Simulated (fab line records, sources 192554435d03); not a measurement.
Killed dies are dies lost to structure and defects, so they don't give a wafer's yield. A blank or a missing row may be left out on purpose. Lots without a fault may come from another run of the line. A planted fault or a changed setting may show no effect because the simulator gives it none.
fab line records | flow n5_finfet
record lots=9 wafers=25 last_day=17
route steps=1938 shown SD_EPI_N@274 SD_EPI_P@310 BEOL_M4@1111
lots that met no fault: from a run of the same line without faults
start_h: hours from the record's first day to the start of the lot's first wafer shown | wait_h: hours since the lot's step before | " the same as in the row above | L1.1+2: a row that stands for several wafers | - no value, or no start given | * or withheld: withheld | < > ~ a bound
route shown NAME@n: a module of which the file shows steps, and the number in the route of the first | usual: mean/standard deviation of fault-free wafers | same: alike in all rows | chamber/n: place in a boat | sites: the reading at each site | _std_site: their standard deviation | _edge_site: outer sites' mean less inner sites' | radius_mm: how far each site lies from the wafer's centre | mask NAME#n: copy n | behind: the tool/chamber that last shaped the wafer | hold: why the lot was held/for how many hours/how that ended | device: the transistor (n, p or np) that didn't switch | end of line: the same wafers' tests at the end of the route | a step without rows: its recipe alone | killed: dies lost to structure and defects at the first sort, not the wafer's yield | map: a wafer's dies, x killed, . not, _ none there
set.NAME: the setting as run; set.NAME@STEP: as run at that earlier step | model.NAME: the simulator's own value behind a step, which no gauge read
steps of the route over a sample of lots; a table a step, a row a wafer
services: from which hour (start_h, from the record's first day; less than 0 if before it) a tool's chamber was out of use, for how many hours, and why
## steps
# step N5_SD_EPI_N_ETCH_34
# recipe chemistry=CF4 target=SiARC target_depth_a=455 mask_material=CAR-ArF-block time_s=75.8 ion_energy_ev=80 pressure_mtorr=40 source_w=545 bias_w=36 Ar_flow_sccm=100 cf4_flow_sccm=100 ends=cleared
# usual chamber_pressure_mTorr=40.00/0.037 drypump_motor_current_A=5.6/0.49 etch_rf_on_time_s=75.1/1.2 mfc_ar_sccm=100.0/0.35 oes_product_au=0.72/0.065 rf_vpp_V=184.2/1.3 showerhead_plenum_p_Torr=2.16/0.074 throttle_valve_pct=15.51/0.2
# columns lot.wafer tool chamber start_h wait_h chamber_pressure_mTorr drypump_motor_current_A etch_rf_on_time_s mfc_ar_sccm oes_product_au rf_hours_counter_h rf_vpp_V showerhead_plenum_p_Torr throttle_valve_pct
L664.2 rie_diel-02 2 56.86 0.0 39.95 5.8 74.8 99.6 0.76 30 186.1 2.26 15.27
L664.3 " 3 " " 39.95 4.7 75.9 100.3 0.77 22 183.8 2.09 15.58
L664.4 " 2 " " 40.01 5.8 74.7 100.0 0.76 - 185.6 2.26 15.29
L665.1 rie_diel-06 2 61.67 0.0 40.02 5.4 74.0 100.0 0.83 3 186.1 2.27 15.51
L665.3 " 1 " " 40.04 6.7 76.4 99.4 0.72 74 183.7 2.07 15.59
L665.4 " 3 " " 39.99 5.2 73.6 100.0 0.79 19 184.9 2.26 15.39
L667.1 rie_diel-02 0 77.22 0.0 40.02 5.8 73.7 100.9 0.84 1 184.0 2.20 15.21
L667.2 " 3 " " 40.03 4.7 76.2 100.0 0.75 31 183.4 2.09 15.61
L667.4 " 1 " " 40.02 5.6 73.4 99.8 0.78 19 184.5 2.19 15.29
L670.2 rie_diel-01 3 90.97 0.0 40.00 5.7 77.1 99.6 0.82 0 183.3 2.10 15.46
L670.3 " 1 " " 39.98 5.3 75.1 100.6 0.62 179 184.4 2.14 15.75
L670.5 " 3 " " 40.03 5.7 76.8 99.8 0.82 - 184.6 2.10 15.45
L676.3 rie_diel-02 3 130.49 0.0 40.02 4.7 75.5 99.5 0.72 55 183.9 2.08 15.66
L676.4 " 1 " " 40.00 5.6 73.8 100.3 0.74 45 185.0 2.18 15.34
L676.6 " 1 " " 39.93 5.6 73.5 100.4 0.74 - 183.7 2.18 15.34
L678.4 rie_diel-01 3 144.87 0.0 40.01 5.7 77.0 99.7 0.74 24 183.2 2.09 15.50
L678.5 " 3 " " 39.97 5.7 75.5 99.9 0.75 - 181.5 2.09 15.52
L678.6 " 0 " " 40.01 6.1 72.3 100.0 0.63 - 183.4 2.05 15.90
L679.3 rie_diel-06 1 147.61 0.0 39.98 6.7 76.8 99.9 0.69 97 183.1 2.07 15.64
L679.6 " 2 " " 40.01 5.5 74.9 100.7 0.77 - 185.9 2.26 15.53
L683.1 rie_diel-06 2 169.16 0.0 39.94 5.4 74.4 100.7 0.77 31 184.7 2.26 15.56
L683.2 " 3 " " 40.03 5.1 74.4 100.5 0.75 49 185.7 2.25 15.47
L683.6 " 1 " " 39.96 6.7 76.3 100.1 0.69 - 181.0 2.06 15.64
L684.1 rie_diel-02 1 175.57 0.0 40.01 5.6 73.5 100.0 0.72 62 184.1 2.17 15.38
L684.5 " 0 " " 39.98 5.8 75.1 100.3 0.74 - 184.4 2.18 15.31
# step N5_SD_EPI_N_STRIP_38
# recipe chemistry=N2/H2 power_w=1000 temp_c=250 h2_frac=0.65 overash_fraction=0.3 pressure_mtorr=withheld n2_flow_sccm=1750 h2_flow_sccm=3250
# usual drypump_motor_current_A=5.6/0.5 heater_power_w=308/10 oes_product_au=0.760/0.011
# columns lot.wafer tool chamber start_h wait_h drypump_motor_current_A heater_power_w oes_product_au rf_hours_counter_h
L664.2 plasma_asher-01 0 57.61 0.1 5.0 315 0.775 35
L664.3 " 0 " " 5.0 321 0.748 -
L664.4 " 1 " " 5.5 308 0.763 -
L665.1 plasma_asher-02 0 62.41 0.1 6.3 303 0.762 85
L665.3 " 1 " " 5.4 287 0.780 -
L665.4 " 0 " " 6.4 307 0.777 -
L667.1 plasma_asher-02 1 77.97 0.1 5.4 294 0.748 87
L667.2 " 0 " " 6.4 307 0.772 87
L667.4 " 0 " " 6.3 302 0.768 -
L670.2 plasma_asher-01 0 91.72 0.1 5.0 320 0.748 43
L670.3 " 1 " " 5.5 308 0.774 -
L670.5 " 0 " " 5.0 325 0.729 -
L676.3 plasma_asher-01 1 131.26 0.1 5.5 306 0.768 -
L676.4 " 0 " " 4.9 322 0.771 -
L676.6 " 0 " " 5.0 324 0.753 -
L678.4 plasma_asher-01 1 145.64 0.1 5.5 312 0.777 -
L678.5 " 1 " " 5.6 315 0.775 -
L678.6 " 0 " " 5.0 330 0.769 -
L679.3 plasma_asher-02 1 148.37 0.1 5.5 288 0.754 -
L679.6 " 0 " " 6.4 302 0.754 -
L683.1 plasma_asher-01 1 169.90 0.1 5.5 303 0.766 57
L683.2 " 0 " " 5.0 322 0.754 57
L683.6 " 0 " " 4.9 323 0.763 -
L684.1 plasma_asher-01 1 176.32 0.1 5.6 310 0.746 59
L684.5 " 1 " " 5.6 311 0.758 -
# step N5_SD_EPI_P_ETCHBACK_46
# recipe chemistry=CH3F/O2 mode=anisotropic_etchback target=SiNx target_depth_a=175 stop_on=SiO2 over_etch_frac=0.3 ion_energy_ev=120 pressure_mtorr=30 source_w=395 bias_w=73 Ar_flow_sccm=150 CH3F_flow_sccm=30 O2_flow_sccm=20
# usual chamber_pressure_mTorr=29.999/0.03 drypump_motor_current_A=5.6/0.54 mfc_ar_sccm=150.0/0.44 oes_o_777_au=0.77/0.074 oes_product_au=0.65/0.07 over_etch_frac=0.3/0 rf_vpp_V=294/5.1 showerhead_plenum_p_Torr=2.00/0.073 throttle_valve_pct=16.33/0.22
# columns lot.wafer tool chamber start_h wait_h chamber_pressure_mTorr drypump_motor_current_A mfc_ar_sccm oes_o_777_au oes_product_au over_etch_frac rf_hours_counter_h rf_vpp_V showerhead_plenum_p_Torr throttle_valve_pct
L664.2 rie_diel-03 0 63.40 0.0 29.987 5.6 149.8 0.74 0.61 0.3 206 291 1.98 16.49
L664.3 " 3 " " 29.962 5.4 149.6 0.73 0.61 0.3 221 290 1.98 16.65
L664.4 " 2 " " 29.996 6.6 149.6 0.81 0.69 0.3 118 298 2.08 16.19
L665.1 rie_diel-03 0 68.27 0.0 29.983 5.6 149.7 0.73 0.61 0.3 207 291 1.98 16.49
L665.3 " 1 " " 30.005 4.9 150.0 0.94 0.80 0.3 7 301 2.12 16.38
L665.4 " 2 " " 30.027 6.6 150.2 0.80 0.68 0.3 119 299 2.08 16.18
L667.1 rie_diel-04 3 82.03 0.0 30.026 6.0 150.5 0.81 0.68 0.3 95 289 1.93 16.25
L667.2 " 0 " " 29.986 5.1 150.1 0.73 0.62 0.3 179 301 1.90 16.20
L667.4 " 1 " " 30.004 5.0 150.3 0.76 0.64 0.3 139 287 1.92 16.30
L670.2 rie_diel-03 0 96.08 0.0 30.084 5.6 150.1 0.72 0.60 0.3 216 290 1.97 16.51
L670.3 " 1 " " 29.998 4.9 149.6 0.91 0.78 0.3 16 299 2.12 16.40
L670.5 " 1 " " 30.005 4.9 150.2 0.90 0.79 0.3 - 298 2.12 16.39
L676.3 rie_diel-05 1 135.32 0.0 29.971 5.8 150.1 0.69 0.61 0.3 223 295 1.90 16.34
L676.4 " 0 " " 30.001 5.5 149.2 0.91 0.79 0.3 28 297 2.04 15.79
L676.6 " 3 " " 29.996 5.0 150.4 0.70 0.56 0.45488 - 287 1.97 16.14
L678.4 rie_diel-04 1 149.89 0.0 30.083 5.0 149.5 0.74 0.62 0.3 158 288 1.92 16.35
L678.5 " 2 " " 29.980 6.3 150.2 0.75 0.60 0.3 - 287 1.97 16.56
L678.6 " 1 " " 30.008 5.0 150.0 0.74 0.62 0.3 - 285 1.92 16.33
L679.3 rie_diel-03 0 152.65 0.0 29.936 5.6 150.7 0.71 0.59 0.3 234 291 1.97 16.55
L679.6 " 2 " " 29.966 6.6 149.8 0.77 0.66 0.3 - 298 2.07 16.24
L683.1 rie_diel-04 0 173.97 0.0 30.000 5.1 150.5 0.71 0.61 0.3 206 303 1.89 16.24
L683.2 " 1 " " 30.026 5.0 150.6 0.74 0.62 0.3 166 287 1.91 16.36
L683.6 " 0 " " 30.004 5.1 150.3 0.71 0.61 0.3 - 303 1.89 16.24
L684.1 rie_diel-03 2 180.75 0.0 30.004 6.6 150.3 0.77 0.65 0.3 157 300 2.07 16.26
L684.5 " 0 " " 30.032 5.6 150.8 0.71 0.59 0.3 - 289 1.96 16.55
# step N5_SD_EPI_P_STRIP_40
# recipe chemistry=N2/H2 power_w=1000 temp_c=250 h2_frac=0.65 overash_fraction=0.3 pressure_mtorr=withheld n2_flow_sccm=1750 h2_flow_sccm=3250
# usual drypump_motor_current_A=5.5/0.49 heater_power_w=308/10 oes_product_au=0.760/0.011
# columns lot.wafer tool chamber start_h wait_h drypump_motor_current_A heater_power_w oes_product_au rf_hours_counter_h
L664.2 plasma_asher-01 1 63.81 0.0 5.5 310 0.774 36
L664.3 " 1 " " 5.6 305 0.763 -
L664.4 " 0 " " 4.9 326 0.734 -
L665.1 plasma_asher-01 1 68.69 0.0 5.6 310 0.755 38
L665.3 " 0 " " 4.9 320 0.751 -
L665.4 " 1 " " 5.6 310 0.774 -
L667.1 plasma_asher-01 1 82.45 0.0 5.6 307 0.768 40
L667.2 " 0 " " 5.0 319 0.767 40
L667.4 " 0 " " 5.0 322 0.759 -
L670.2 plasma_asher-01 1 96.50 0.0 5.6 302 0.759 44
L670.3 " 1 " " 5.5 302 0.752 -
L670.5 " 1 " " 5.6 310 0.762 -
L676.3 plasma_asher-01 0 135.76 0.0 5.0 324 0.760 -
L676.4 " 1 " " 5.6 310 0.769 -
L676.6 " 1 " " 5.5 306 0.751 -
L678.4 plasma_asher-01 0 150.32 0.0 4.9 315 0.777 -
L678.5 " 1 " " 5.6 307 0.767 -
L678.6 " 0 " " 5.0 323 0.765 -
L679.3 plasma_asher-01 1 153.08 0.0 5.6 301 0.765 -
L679.6 " 1 " " 5.5 308 0.747 -
L683.1 plasma_asher-02 1 174.38 0.0 5.4 291 0.764 107
L683.2 " 0 " " 6.4 308 0.764 107
L683.6 " 0 " " 6.4 304 0.760 -
L684.1 plasma_asher-01 1 181.17 0.0 5.6 302 0.778 60
L684.5 " 0 " " 5.0 323 0.754 -
# step N5_BEOL_M4_RC_MEAS_101
# usual DIBL_N=36.1/1.5 DIBL_P=36.1/1.9 IOFF_N=0.159/0.029 IOFF_P=0.21/0.038 ION_N=675/11 ION_P=464/8.1 SS_N=71.5/0.57 SS_P=73.3/0.64 VT_N=249/3.1 VT_P=-250/3.8
# columns lot.wafer tool chamber start_h wait_h DIBL_N[mV/V] DIBL_P[mV/V] IOFF_N[nA/um] IOFF_P[nA/um] ION_N[uA/um] ION_P[uA/um] SS_N[mV/dec] SS_P[mV/dec] VT_N[mV] VT_P[mV]
L664.2 prober-01 0 174.34 0.2 36.9 35.9 0.156 0.20 667 456 71.5 72.8 250 -250
L664.3 " 0 " " 36.2 35.2 0.148 0.19 675 457 71.4 73.0 251 -252
L664.4 " 0 " " 36.3 34.8 0.152 0.18 658 453 71.5 72.6 253 -252
L665.1 prober-02 0 176.70 0.0 33.6 32.4 0.118 0.18 668 461 71.4 72.6 257 -248
L665.3 " 0 " " 35.6 35.8 0.147 0.22 680 471 72.0 73.4 251 -249
L665.4 " 0 " " 36.6 36.9 0.173 0.24 691 471 72.1 73.4 248 -249
L667.1 prober-02 0 192.89 0.1 34.6 34.7 0.141 0.19 683 467 70.9 72.6 250 -252
L667.2 " 0 " " 36.3 36.2 0.157 0.21 676 466 72.1 73.3 249 -250
L667.4 " 0 " " 35.7 35.8 0.162 0.21 677 469 71.3 72.5 249 -249
L670.2 prober-01 0 201.29 0.2 41.1 40.4 0.279 0.29 694 470 72.1 74.6 245 -248
L670.3 " 0 " " 36.9 36.6 0.175 0.21 679 460 71.8 73.2 249 -252
L670.5 " 0 " " 38.0 37.7 0.186 0.23 684 465 72.0 74.4 247 -251
L676.3 prober-01 0 248.66 0.3 36.7 38.0 0.168 0.23 687 464 71.7 73.1 249 -249
L676.4 " 0 " " 34.2 34.1 0.113 0.17 656 460 70.8 73.2 256 -254
L676.6 " 0 " " 36.9 38.0 0.155 0.23 670 472 71.5 74.1 250 -249
L678.4 prober-01 0 255.48 0.5 34.6 33.0 0.133 0.17 675 462 70.8 72.3 248 -253
L678.5 " 0 " " 34.1 32.4 0.122 0.16 666 459 71.0 72.4 252 -255
L678.6 " 0 " " 37.3 36.1 0.177 0.21 684 467 71.5 74.1 248 -251
L679.3 prober-01 0 266.64 0.3 32.5 32.2 0.111 0.17 667 464 70.8 72.5 253 -254
L679.6 " 0 " " 35.7 35.1 0.150 0.21 663 458 71.1 73.2 249 -248
L683.1 prober-01 0 281.30 0.0 37.1 36.9 0.177 0.26 686 476 72.1 73.8 245 -245
L683.2 " 0 " " 36.9 37.2 0.184 0.28 691 481 71.4 73.1 248 -241
L683.6 " 0 " " 38.5 39.3 0.213 0.31 702 479 72.2 73.5 244 -241
L684.1 prober-02 0 300.63 0.0 35.6 36.6 0.159 0.20 674 456 71.3 72.6 247 -252
L684.5 " 0 " " 34.5 34.6 0.131 0.17 664 456 71.1 73.1 252 -255
## services
# columns tool chamber start_h hours kind
plasma_asher-01 - 36.01 2.2 repair
rie_diel-01 0 40.40 11.1 repair
rie_diel-04 1 53.11 2.4 repair
rie_diel-02 0 54.64 - clean
rie_diel-02 0 54.64 - consumable_replace:focus_ring
rie_diel-02 0 54.64 18.1 scheduled_down
rie_diel-02 0 54.64 18.1 vent_cycle
rie_diel-01 3 59.68 14.2 repair
rie_diel-01 - 68.27 2.8 pm
rie_diel-02 1 68.50 2.2 repair
rie_diel-06 0 68.51 6.8 repair
rie_diel-01 3 73.94 - clean
rie_diel-01 3 73.94 - consumable_replace:focus_ring
rie_diel-01 3 73.94 15.8 scheduled_down
rie_diel-01 3 73.94 15.8 vent_cycle
rie_diel-06 2 83.58 4.7 repair
rie_diel-02 2 92.12 3.4 repair
rie_diel-06 - 104.51 28.1 pm
plasma_asher-02 - 134.73 1.1 repair
rie_diel-02 0 145.20 4.2 repair
rie_diel-03 3 162.99 - clean
rie_diel-03 3 162.99 - consumable_replace:focus_ring
rie_diel-03 3 162.99 17.8 scheduled_down
rie_diel-03 3 162.99 17.8 vent_cycle
## key
first_sign step=N5_SD_EPI_P_ETCHBACK_46 reading=over_etch_frac direction=up sigmas=99+ usual=0.3 struck=0.45488
effect none on later readings
met_at N5_SD_EPI_P_ETCHBACK_46
struck_lots L676
struck_wafers L676.6
not_acting_at N5_SD_EPI_N_ETCH_34,N5_SD_EPI_N_STRIP_38,N5_SD_EPI_P_STRIP_40
fault kind=process_parameter_drift tool=rie_diel-05 chamber=3 onset_h=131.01 steps=N5_SD_EPI_P_ETCHBACK_46 channel=over_etch_frac offset=0.15488 shape=step end_h=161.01 acts_in=these_recipes_only stated=0.3
